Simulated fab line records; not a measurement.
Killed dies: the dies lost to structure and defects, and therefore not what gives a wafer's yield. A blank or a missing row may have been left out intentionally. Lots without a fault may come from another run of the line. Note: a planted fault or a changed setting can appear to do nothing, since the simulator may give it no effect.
One fault seen from 2 desks | flow n5Finfet | only its own numbers are on each desk; what lay behind them is given at the end

== TOOL OWNER'S DESK, implanter-02 ==
N5_WELL_APT_IMPLANT_31, tool's own readings: per-lot mean of the sampled wafers with a number, covering each lot this tool ran. Marked OUT: a lot whose mean sits more than 4 standard deviations from the usual mean, which makes it out of limits; the brackets give that distance.
Columns: A = doseIonsCm2 at N5_WELL_APT_IMPLANT_31, usual 1.5e+13; B = faradayCurrentUA at N5_WELL_APT_IMPLANT_31, usual 191
lot  | first seen here | A                         | B
L331 | day 1 21:33     | 1.5e+13                   | 190
L332 | day 2 03:24     | 1.5e+13                   | 186
L335 | day 2 21:05     | 2.1e+13 (+99 or more) OUT | 267 (+21) OUT
L336 | day 3 02:54     | 2.1e+13 (+99 or more) OUT | 272 (+22) OUT
L337 | day 3 09:09     | 2.1e+13 (+99 or more) OUT | 269 (+21) OUT
L346 | day 5 15:10     | 1.5e+13                   | 190
L347 | day 5 21:10     | 1.5e+13                   | 193
L349 | day 6 09:47     | 1.5e+13                   | 191
L353 | day 7 09:26     | 1.5e+13                   | 189
This desk finds L335, L336, L337 out of limits, L335 being first, at day 2 21:05 (doseIonsCm2 at N5_WELL_APT_IMPLANT_31). L331, L332, L346, L347, L349, L353 stayed within limits.

== FROM THE METROLOGY DESK ==
Lot by lot, what the gauges showed, no matter which tool ran the lot: averages of those sampled wafers that carry a number. Marked OUT: a lot whose mean sits more than 4 standard deviations from the usual mean, which makes it out of limits; the brackets give that distance.
Columns: A = PWELL_OVL at N5_WELL_APT_OVL_MEAS_26, usual 2 nm
lot  | first seen here | A
L331 | day 1 21:14     | 7
L332 | day 2 03:10     | 14
L335 | day 2 20:51     | 2
L336 | day 3 02:44     | 6
L337 | day 3 08:58     | -5
L345 | day 5 09:05     | 6
L346 | day 5 15:00     | 1
L347 | day 5 21:00     | -2
L348 | day 6 03:49     | -6
L349 | day 6 09:32     | 2
L350 | day 6 14:52     | 3
L353 | day 7 09:17     | 3
This desk found nothing out of limits on any of the 12 lots.

== PUT TOGETHER ==
On L335, L336, L337, at day 2 21:05, an alarm was possible from the tool owner's desk.
Nothing out of limits was seen by the metrology desk.
The metrology desk has L335, L336, L337 on record, within its limits.
On implanter-02, each named lot ran N5_WELL_APT_IMPLANT_31.

== WHAT THE SIMULATOR HAD PUT IN ==
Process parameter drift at N5_WELL_APT_IMPLANT_31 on implanter-02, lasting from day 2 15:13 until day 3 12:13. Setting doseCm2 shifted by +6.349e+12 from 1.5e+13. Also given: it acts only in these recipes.
Struck lots among those shown: L335, L336, L337.
Hours from the fault's start to each desk's first reading out of limits: the tool owner's desk, 6.
